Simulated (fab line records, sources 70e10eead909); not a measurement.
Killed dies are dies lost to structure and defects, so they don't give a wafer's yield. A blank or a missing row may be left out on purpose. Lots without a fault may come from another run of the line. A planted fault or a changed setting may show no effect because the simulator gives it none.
fab line records | flow nand_harc | part 1 of 2: steps 1 to 24 of 34
record lots=5 wafers=15 last_day=23
route steps=1159 shown A_CONTACT@880
lots that met no fault: from a run of the same line without faults
start_h: hours from the record's first day to the start of the lot's first wafer shown | wait_h: hours since the lot's step before | " the same as in the row above | L1.1+2: a row that stands for several wafers | - no value, or no start given | * or withheld: withheld | < > ~ a bound
route shown NAME@n: a module of which the file shows steps, and the number in the route of the first | usual: mean/standard deviation of fault-free wafers | same: alike in all rows | chamber/n: place in a boat | sites: the reading at each site | _std_site: their standard deviation | _edge_site: outer sites' mean less inner sites' | radius_mm: how far each site lies from the wafer's centre | mask NAME#n: copy n | behind: the tool/chamber that last shaped the wafer | hold: why the lot was held/for how many hours/how that ended | device: the transistor (n, p or np) that didn't switch | end of line: the same wafers' tests at the end of the route | a step without rows: its recipe alone | killed: dies lost to structure and defects at the first sort, not the wafer's yield | map: a wafer's dies, x killed, . not, _ none there
set.NAME: the setting as run; set.NAME@STEP: as run at that earlier step | model.NAME: the simulator's own value behind a step, which no gauge read
lots at some steps of the route; a table a step, a row a wafer
services: from which hour (start_h, from the record's first day; less than 0 if before it) a tool's chamber was out of use, for how many hours, and why
## steps
# step NHARC_A_CONTACT_STRIP_101
# recipe o2_flow_sccm=400 cos_flow_sccm=20 ar_flow_sccm=0 bias_w=0 chemistry=O2/COS
# columns lot.wafer tool chamber start_h wait_h
L074.3+2+6 rie_diel-04 3,0,3 367.38 0.0
L078.2+1+6 rie_diel-08 3,0,0 383.46 0.1
L080.4+5+6 rie_diel-07 3,0,1 394.66 0.1
L086.3+5+6 rie_diel-07 3,1,2 445.14 0.1
L090.2+4+5 rie_diel-07 0,3,0 461.93 0.1
# step NHARC_A_CONTACT_ETCH_102
# recipe target_depth_a=700 overetch_a=70 time_s=38.5 ion_energy_ev=100 cf4_flow_sccm=80 o2_flow_sccm=20 ar_flow_sccm=0 rf_w=300 bias_w=100 chemistry=CF4/O2
# usual drypump_motor_current_A=5.3/0.49 oes_product_au=1.000/0.0068 rf_vpp_V=197.8/1.4 showerhead_plenum_p_Torr=1.34/0.052 throttle_valve_pct=13.396/0.0093
# columns lot.wafer tool chamber start_h wait_h drypump_motor_current_A oes_product_au rf_hours_counter_h rf_vpp_V showerhead_plenum_p_Torr throttle_valve_pct
L074.2 rie_diel-04 1 367.44 0.1 5.0 1.001 22 196.3 1.32 13.394
L074.3 " 2 " " 5.4 0.992 28 197.4 1.32 13.395
L074.6 " 2 " " 5.4 0.989 - 196.4 1.32 13.399
L078.1 rie_diel-08 1 383.52 0.1 6.4 1.006 26 196.7 1.29 13.409
L078.2 " 3 " " 5.5 1.003 30 196.0 1.24 13.398
L078.6 " 1 " " 6.4 1.013 - 196.0 1.29 13.395
L080.4 rie_diel-07 2 394.72 0.1 4.9 1.006 32 199.1 1.37 13.392
L080.5 " 3 " " 5.1 0.983 - 198.8 1.29 13.405
L080.6 " 0 " " 5.3 0.992 - 197.0 1.37 13.387
L086.3 rie_diel-07 0 445.21 0.1 5.3 0.992 5 198.2 1.37 13.391
L086.5 " 2 " " 4.9 0.999 - 197.3 1.37 13.404
L086.6 " 3 " " 5.1 0.996 - 196.6 1.29 13.403
L090.4 rie_diel-07 2 461.99 0.1 5.0 1.006 9 197.8 1.37 13.421
L090.2 " 0 " " 5.3 0.991 9 199.3 1.37 13.395
L090.5 " 1 " " 5.0 1.002 - 199.2 1.39 13.414
# step NHARC_A_CONTACT_STRIP_55
# recipe o2_flow_sccm=500 ar_flow_sccm=0 bias_w=0 chemistry=O2
# usual drypump_motor_current_A=5.3/0.44 oes_product_au=0.999/0.0072 rf_vpp_V=57.7/0.79 showerhead_plenum_p_Torr=3.53/0.13 throttle_valve_pct=17.035/0.0086
# columns lot.wafer tool chamber start_h wait_h drypump_motor_current_A oes_product_au rf_hours_counter_h rf_vpp_V showerhead_plenum_p_Torr throttle_valve_pct
L074.3 rie_diel-04 1 - - 5.0 1.017 22 57.7 3.48 17.025
L074.2 " 0 " " 5.9 1.003 29 56.9 3.59 17.035
L074.6 " 2 " " 5.4 1.006 - 58.5 3.49 17.042
L078.1 rie_diel-08 0 - - 5.9 0.995 31 58.1 3.29 17.032
L078.2 " 3 " " 5.5 0.999 30 56.1 3.28 17.039
L078.6 " 1 " " 6.4 1.012 - 56.0 3.41 17.028
L080.4 rie_diel-07 1 - - 5.0 0.984 32 57.3 3.68 17.036
L080.5 " 2 " " 5.0 0.987 - 57.6 3.61 17.034
L080.6 " 3 " " 5.1 0.994 - 57.8 3.42 17.042
L086.3 rie_diel-07 0 - - 5.3 0.989 5 57.4 3.62 17.027
L086.5 " 0 " " 5.3 0.989 - 57.9 3.62 17.032
L086.6 " 1 " " 5.0 0.997 - 58.4 3.67 17.033
L090.4 rie_diel-07 2 - - 5.0 0.995 9 57.5 3.60 17.047
L090.2 " 0 " " 5.3 0.986 9 58.0 3.62 17.053
L090.5 " 2 " " 5.0 1.008 - 58.0 3.60 17.059
# step NHARC_A_CONTACT_STRIP_56
# recipe time_s=600 temp_c=30 chemistry=post_etch_residue_remover
# columns lot.wafer tool chamber start_h wait_h
L074.3+6+2 wet_bench-05 7,1,3 367.82 -
L078.6+2+1 wet_bench-05 0,1,2 383.93 -
L080.4+5+6 wet_bench-04 3,4,5 395.11 -
L086.5+6+3 wet_bench-05 5,0,2 445.58 -
L090.5+2+4 wet_bench-09 2,4,5 462.38 -
# step NHARC_A_CONTACT_DEP_57
# recipe target_thk_a=28000 temp_c=400 material=aC
# usual throttle_valve_pct=35.000/0.009
# columns lot.wafer tool chamber start_h wait_h throttle_valve_pct
L074.2 acl_dep-01 0 368.37 - 34.994
L074.3 " 0 " " 34.999
L074.6 " 0 " " 34.994
L078.1 acl_dep-03 0 384.19 - 35.012
L078.2 " 0 " " 35.004
L078.6 " 0 385.65 - 35.001
L080.4 acl_dep-02 0 396.23 - 35.005
L080.5 " 0 " " 34.996
L080.6 " 0 " " 35.002
L086.3 acl_dep-01 0 446.43 - 34.991
L086.5 " 0 " " 35.004
L086.6 " 0 " " 35.008
L090.2 acl_dep-03 0 465.79 - 35.009
L090.4 " 0 " " 35.010
L090.5 " 0 " " 35.001
# step NHARC_A_CONTACT_DEP_58
# recipe target_thk_a=600 target_thk_nm=60 temp_c=400 pressure_torr=3.5 flow_sccm=200 rf_w=350 material=SiON
# usual heater_power_w=748/140
# columns lot.wafer tool chamber start_h wait_h heater_power_w
L074.3 pecvd-03 2 369.84 0.9 628
L074.2 " 0 " " 757
L074.6 " 0 " " 728
L078.1 pecvd-02 2 385.97 1.5 1005
L078.2 " 1 " " 728
L078.6 " 2 " " 1008
L080.6 pecvd-03 1 397.20 0.1 710
L080.4 " 2 " " 610
L080.5 " 0 " " 835
L086.3 pecvd-03 0 447.72 1.0 840
L086.5 " 1 " " 599
L086.6 " 2 " " 606
L090.2 pecvd-02 0 467.23 1.2 786
L090.5 " 0 " " 752
L090.4 " 2 " " 934
# step NHARC_A_CONTACT_DEHYDRATE_59
# recipe temp_c=150 time_s=120
# columns lot.wafer tool chamber start_h wait_h
L074.2+3+6 litho_track-01 0 370.08 0.2
L078.1+2+6 litho_track-04 0 386.24 0.2
L080.4+5+6 litho_track-06 0 397.39 0.1
L086.3+5+6 litho_track-06 0 447.99 0.2
L090.2+4+5 litho_track-01 0 467.50 0.2
# step NHARC_A_CONTACT_HMDS_60
# recipe time_s=30
# columns lot.wafer tool chamber start_h wait_h
L074.2+3+6 litho_track-01 0 - -
L078.1+2+6 litho_track-04 0 - -
L080.4+5+6 litho_track-06 0 - -
L086.3+5+6 litho_track-06 0 - -
L090.2+4+5 litho_track-01 0 - -
# step NHARC_A_CONTACT_COAT_61
# recipe temp_c=260 time_s=75
# columns lot.wafer tool chamber start_h wait_h
L074.2+3+6 litho_track-01 0 - -
L078.1+2+6 litho_track-04 0 - -
L080.4+5+6 litho_track-06 0 - -
L086.3+5+6 litho_track-06 0 - -
L090.2+4+5 litho_track-01 0 - -
# step NHARC_A_CONTACT_COAT_62
# recipe temp_c=225 time_s=65
# columns lot.wafer tool chamber start_h wait_h
L074.2+3+6 litho_track-01 0 - -
L078.1+2+6 litho_track-04 0 - -
L080.4+5+6 litho_track-06 0 - -
L086.3+5+6 litho_track-06 0 - -
L090.2+4+5 litho_track-01 0 - -
# step NHARC_A_CONTACT_COAT_63
# recipe spin_rpm=1500 resist_thk_nm=90
# columns lot.wafer tool chamber start_h wait_h
L074.2+3+6 litho_track-01 0 - -
L078.1+2+6 litho_track-04 0 - -
L080.4+5+6 litho_track-06 0 - -
L086.3+5+6 litho_track-06 0 - -
L090.2+4+5 litho_track-01 0 - -
# step NHARC_A_CONTACT_SOFTBAKE_64
# recipe temp_c=105 time_s=55
# columns lot.wafer tool chamber start_h wait_h
L074.2+3+6 litho_track-01 0 - -
L078.1+2+6 litho_track-04 0 - -
L080.4+5+6 litho_track-06 0 - -
L086.3+5+6 litho_track-06 0 - -
L090.2+4+5 litho_track-01 0 - -
# step NHARC_A_CONTACT_EBR_65
# columns lot.wafer tool chamber start_h wait_h
L074.2+3+6 litho_track-01 0 - -
L078.1+2+6 litho_track-04 0 - -
L080.4+5+6 litho_track-06 0 - -
L086.3+5+6 litho_track-06 0 - -
L090.2+4+5 litho_track-01 0 - -
# step NHARC_A_CONTACT_EXPOSE_66
# recipe na=1.35 sigma_outer=0.8 dose_mj=59.02 mask_id=A_CC_2
# usual stage_vel_mm_s=500.04/0.23
# columns lot.wafer tool chamber start_h wait_h mask stage_vel_mm_s
L074.2 arfi_scanner-03 0 370.27 - A_CC_2#0 500.28
L074.3 " 0 " " A_CC_2#0 500.30
L074.6 " 0 " " A_CC_2#0 500.13
L078.1 arfi_scanner-01 0 386.55 - A_CC_2#0 500.15
L078.2 " 0 " " A_CC_2#0 499.83
L078.6 " 0 " " A_CC_2#0 500.18
L080.4 arfi_scanner-02 0 397.58 - A_CC_2#0 500.16
L080.5 " 0 " " A_CC_2#0 500.23
L080.6 " 0 " " A_CC_2#0 500.32
L086.3 arfi_scanner-01 0 448.19 - A_CC_2#0 500.23
L086.5 " 0 " " A_CC_2#0 500.03
L086.6 " 0 " " A_CC_2#0 499.91
L090.2 arfi_scanner-02 0 467.69 - A_CC_2#0 500.10
L090.4 " 0 " " A_CC_2#0 500.00
L090.5 " 0 " " A_CC_2#0 499.94
# step NHARC_A_CONTACT_PEB_67
# recipe peb_temp_c=100 peb_time_s=65
# columns lot.wafer tool chamber start_h wait_h
L074.2+3+6 litho_track-04 0 370.33 0.1
L078.1+2+6 litho_track-06 0 386.61 0.1
L080.4+5+6 litho_track-01 0 397.63 0.0
L086.3+5+6 litho_track-06 0 448.24 0.0
L090.2+4+5 litho_track-04 0 467.75 0.1
# step NHARC_A_CONTACT_DEVELOP_68
# recipe develop_time_s=35 dev_temp_c=23
# columns lot.wafer tool chamber start_h wait_h
L074.2+3+6 litho_track-04 0 - -
L078.1+2+6 litho_track-06 0 - -
L080.4+5+6 litho_track-01 0 - -
L086.3+5+6 litho_track-06 0 - -
L090.2+4+5 litho_track-04 0 - -
# step NHARC_A_CONTACT_CD_MEAS_69
# recipe target_cd_nm=200 landing_energy_ev=500
# usual cd_nm=200.0/0.44
# columns lot.wafer tool chamber start_h wait_h cd_nm
L074.2 cd_sem-03 0 370.41 - 199.9
L074.3 " 0 " " 199.8
L074.6 " 0 " " 199.3
L078.1 cd_sem-02 0 386.69 - 200.2
L078.2 " 0 " " 199.9
L078.6 " 0 " " 199.8
L080.4 cd_sem-01 0 397.72 - 200.0
L080.5 " 0 " " 200.8
L080.6 " 0 " " 199.8
L086.3 cd_sem-02 0 448.33 - 200.3
L086.5 " 0 " " 200.3
L086.6 " 0 " " 199.9
L090.2 cd_sem-03 0 467.83 - 199.1
L090.4 " 0 " " 199.7
L090.5 " 0 " " 199.2
# step NHARC_A_CONTACT_OVL_MEAS_70
# usual overlay_x_nm=0.0/0.76 overlay_y_nm=-0.2/0.72
# columns lot.wafer tool chamber start_h wait_h overlay_x_nm overlay_y_nm
L074.2 overlay-01 - 370.50 - 1.3 -1.5
L074.3 " - " " 1.5 -1.5
L074.6 " - " " 0.9 -1.4
L078.1 overlay-02 - 386.78 - -0.6 0.2
L078.2 " - " " -0.5 1.1
L078.6 " - " " -0.7 0.6
L080.4 overlay-01 - 397.81 - -0.4 -0.3
L080.5 " - " " 0.2 -1.4
L080.6 " - " " -0.8 -2.0
L086.3 overlay-01 - 448.41 - 0.8 -0.2
L086.5 " - " " 1.2 0.1
L086.6 " - " " 0.8 -0.2
L090.2 overlay-02 - 467.92 - 0.5 -0.6
L090.4 " - " " 0.5 0.4
L090.5 " - " " 0.7 -0.2
# step NHARC_A_CONTACT_INSPECT_71
# usual raw_defect_count=27/14
# columns lot.wafer tool chamber start_h wait_h raw_defect_count
L074.2 defect_inspect-02 - 370.53 0.0 15
L074.3 " - " " 14
L074.6 " - " " 10
L078.1 defect_inspect-01 - 386.82 0.0 8
L078.2 " - " " 9
L078.6 " - " " 7
L080.4 defect_inspect-02 - 397.85 0.0 6
L080.5 " - " " 12
L080.6 " - " " 6
L086.3 defect_inspect-02 - 448.45 0.0 33
L086.5 " - " " 31
L086.6 " - " " 34
L090.2 defect_inspect-02 - 467.95 0.0 31
L090.4 " - " " 35
L090.5 " - " " 24
# step NHARC_A_CONTACT_DESCUM_74
# recipe time_s=3 o2_flow_sccm=200 ar_flow_sccm=0 bias_power_w=0 chemistry=O2
# usual drypump_motor_current_A=5.3/0.44 oes_product_au=0.999/0.0069 rf_vpp_V=57.8/0.84 showerhead_plenum_p_Torr=1.93/0.076 throttle_valve_pct=11.311/0.009
# columns lot.wafer tool chamber start_h wait_h drypump_motor_current_A oes_product_au rf_hours_counter_h rf_vpp_V showerhead_plenum_p_Torr throttle_valve_pct
L074.3 rie_diel-04 1 370.59 0.1 5.0 0.994 23 57.8 1.89 11.306
L074.2 " 2 " " 5.4 0.990 28 57.4 1.89 11.313
L074.6 " 1 " " 5.0 1.007 - 57.7 1.89 11.304
L078.2 rie_diel-08 1 386.88 0.1 6.4 1.001 26 56.9 1.84 11.306
L078.1 " 3 " " 5.5 0.992 31 57.3 1.77 11.307
L078.6 " 1 " " 6.4 1.008 - 57.2 1.84 11.297
L080.4 rie_diel-07 1 397.92 0.1 5.0 1.005 33 56.0 2.00 11.315
L080.6 " 3 " " 5.1 0.998 - 58.5 1.85 11.311
L080.5 " 0 " " 5.3 0.997 - 59.2 1.97 11.311
L086.3 rie_diel-07 0 448.51 0.1 5.3 1.006 5 57.7 1.97 11.296
L086.5 " 0 " " 5.3 0.994 - 58.8 1.97 11.307
L086.6 " 1 " " 5.0 1.003 - 59.2 2.00 11.320
L090.4 rie_diel-07 2 468.03 0.1 5.0 1.005 11 58.2 1.96 11.314
L090.2 " 3 " " 5.1 0.997 11 58.0 1.84 11.341
L090.5 " 1 " " 5.0 1.009 - 57.3 1.99 11.309
# step NHARC_A_CONTACT_ETCH_75
# recipe target_depth_a=390 over_etch_frac=0.3 time_s=65 ion_energy_ev=80 cf4_flow_sccm=150 ar_flow_sccm=0 rf_w=300 bias_w=100 chemistry=CF4
# usual drypump_motor_current_A=5.3/0.42 oes_product_au=0.997/0.0077 rf_vpp_V=151.4/1.1 showerhead_plenum_p_Torr=1.78/0.066 throttle_valve_pct=13.284/0.0091
# columns lot.wafer tool chamber start_h wait_h drypump_motor_current_A oes_product_au rf_hours_counter_h rf_vpp_V showerhead_plenum_p_Torr throttle_valve_pct
L074.2 rie_diel-04 0 370.69 0.1 5.9 1.006 29 150.2 1.80 13.276
L074.3 " 1 " " 5.0 0.989 23 149.7 1.75 13.291
L074.6 " 2 " " 5.4 1.001 - 151.0 1.75 13.280
L078.2 rie_diel-08 0 386.98 0.1 5.9 0.996 32 150.0 1.65 13.273
L078.1 " 1 " " 6.4 1.008 26 149.7 1.71 13.286
L078.6 " 2 " " 5.2 0.998 - 152.3 1.88 13.278
L080.4 rie_diel-07 1 398.01 0.1 5.0 1.007 33 151.9 1.84 13.297
L080.6 " 2 " " 4.9 0.991 - 151.6 1.81 13.279
L080.5 " 3 " " 5.1 0.981 - 150.1 1.71 13.284
L086.3 rie_diel-07 1 448.60 0.1 5.0 0.995 6 152.9 1.84 13.285
L086.5 " 0 " " 5.3 0.985 - 152.9 1.81 13.290
L086.6 " 1 " " 5.0 1.006 - 153.1 1.84 13.293
L090.4 rie_diel-07 3 468.28 0.2 5.1 0.998 11 151.1 1.71 13.281
L090.2 " 1 " " 5.0 1.000 11 150.9 1.84 13.282
L090.5 " 2 " " 5.0 1.015 - 151.1 1.81 13.284
# step NHARC_A_CONTACT_ETCH_76
# recipe target_depth_a=2600 over_etch_frac=0.3 time_s=475.3 ion_energy_ev=200 n2_flow_sccm=150 h2_flow_sccm=150 ar_flow_sccm=0 rf_w=400 bias_w=150 chemistry=N2/H2
# usual drypump_motor_current_A=5.3/0.42 oes_product_au=0.998/0.0069 rf_vpp_V=431.0/2.2 showerhead_plenum_p_Torr=2.06/0.082 throttle_valve_pct=14.171/0.0089
# columns lot.wafer tool chamber start_h wait_h drypump_motor_current_A oes_product_au rf_hours_counter_h rf_vpp_V showerhead_plenum_p_Torr throttle_valve_pct
L074.2 rie_diel-04 2 - - 5.4 1.003 28 429.5 2.01 14.183
L074.3 " 3 " " 6.7 0.993 25 428.1 1.94 14.190
L074.6 " 2 " " 5.4 0.996 - 431.3 2.01 14.173
L078.2 rie_diel-08 3 - - 5.5 0.991 31 425.1 1.88 14.173
L078.1 " 0 " " 5.9 0.998 32 426.8 1.89 14.184
L078.6 " 2 " " 5.2 0.999 - 433.6 2.18 14.176
L080.4 rie_diel-07 3 - - 5.1 0.988 31 428.2 1.97 14.164
L080.6 " 0 " " 5.3 0.990 - 432.8 2.10 14.173
L080.5 " 1 " " 5.0 0.987 - 433.2 2.13 14.165
L086.3 rie_diel-07 2 - - 5.0 1.004 5 432.0 2.09 14.185
L086.6 " 1 " " 5.0 0.993 - 434.1 2.13 14.164
L086.5 " 2 " " 5.0 0.999 - 432.0 2.09 14.177
L090.2 rie_diel-07 3 - - 5.1 0.994 11 429.5 1.96 14.171
L090.4 " 2 " " 5.0 1.007 11 432.0 2.09 14.168
L090.5 " 0 " " 5.3 0.986 - 432.2 2.09 14.160
# step NHARC_A_CONTACT_ETCH_77
# recipe target_depth_a=726 time_s=36.3 cf4_flow_sccm=100 chf3_flow_sccm=30 ar_flow_sccm=0 rf_w=500 bias_w=200 chemistry=CF4/CHF3
# usual chf3_flow_sccm=30.03/0.092 drypump_motor_current_A=5.3/0.43 oes_product_au=0.931/0.017 rf_vpp_V=370.9/2.3 showerhead_plenum_p_Torr=1.58/0.06 throttle_valve_pct=16.802/0.0097
# columns lot.wafer tool chamber start_h wait_h chf3_flow_sccm drypump_motor_current_A oes_product_au rf_hours_counter_h rf_vpp_V showerhead_plenum_p_Torr throttle_valve_pct
L074.3 rie_diel-04 3 - - 29.86 6.7 0.928 25 367.3 1.50 16.799
L074.2 " 0 " " 30.12 5.9 0.936 29 373.0 1.60 16.796
L074.6 " 2 " " 29.97 5.4 0.931 - 369.3 1.55 16.815
L078.2 rie_diel-08 3 - - 30.06 5.5 0.926 31 366.0 1.46 16.804
L078.1 " 1 " " 30.05 6.4 0.935 27 368.4 1.52 16.801
L078.6 " 3 " " 30.12 5.5 0.927 - 367.1 1.46 16.822
L080.4 rie_diel-07 1 - - 30.03 5.0 0.919 33 373.8 1.64 16.821
L080.6 " 3 " " 30.16 5.1 0.909 - 370.2 1.52 16.802
L080.5 " 0 " " 30.01 5.3 0.921 - 372.1 1.62 16.804
L086.3 rie_diel-07 0 - - 30.06 5.3 0.914 5 371.3 1.61 16.807
L086.5 " 1 " " 29.90 5.0 0.923 - 372.6 1.64 16.811
L086.6 " 2 " " 30.12 4.9 0.920 - 372.1 1.61 16.792
L090.2 rie_diel-07 3 - - 29.91 5.1 0.923 11 369.0 1.52 16.795
L090.4 " 0 " " 29.94 5.3 0.921 11 371.3 1.61 16.792
L090.5 " 1 " " 30.12 5.0 0.920 - 372.8 1.64 16.803
# step NHARC_A_CONTACT_ETCH_78
# recipe target_depth_a=28000 over_etch_frac=0.3 time_s=728 ion_energy_ev=150 o2_flow_sccm=400 cos_flow_sccm=20 ar_flow_sccm=0 rf_w=500 bias_w=300 chemistry=O2/COS
# usual drypump_motor_current_A=5.3/0.47 oes_product_au=0.999/0.0081 rf_vpp_V=314.4/2 showerhead_plenum_p_Torr=3.14/0.12 throttle_valve_pct=28.329/0.0098
# columns lot.wafer tool chamber start_h wait_h drypump_motor_current_A oes_product_au rf_hours_counter_h rf_vpp_V showerhead_plenum_p_Torr throttle_valve_pct
L074.2 rie_diel-04 3 - - 6.7 1.005 25 312.1 2.98 28.333
L074.3 " 2 " " 5.4 1.000 29 314.4 3.08 28.331
L074.6 " 3 " " 6.7 0.995 - 310.2 2.98 28.332
L078.1 rie_diel-08 2 - - 5.2 1.002 33 316.2 3.32 28.317
L078.2 " 3 " " 5.5 0.999 33 310.1 2.90 28.331
L078.6 " 2 " " 5.2 1.008 - 316.2 3.32 28.339
L080.4 rie_diel-07 2 - - 4.9 0.993 34 315.8 3.20 28.345
L080.5 " 0 " " 5.3 0.990 - 316.2 3.21 28.326
L080.6 " 1 " " 5.0 1.003 - 315.7 3.25 28.328
L086.3 rie_diel-07 0 - - 5.3 1.018 5 315.6 3.20 28.325
L086.5 " 3 " " 5.1 1.002 - 312.2 3.02 28.336
L086.6 " 0 " " 5.3 1.005 - 314.6 3.20 28.315
L090.2 rie_diel-07 0 - - 5.3 0.992 12 315.1 3.20 28.354
L090.4 " 1 " " 5.0 0.990 12 315.2 3.25 28.318
L090.5 " 1 " " 5.0 0.990 - 315.3 3.25 28.330
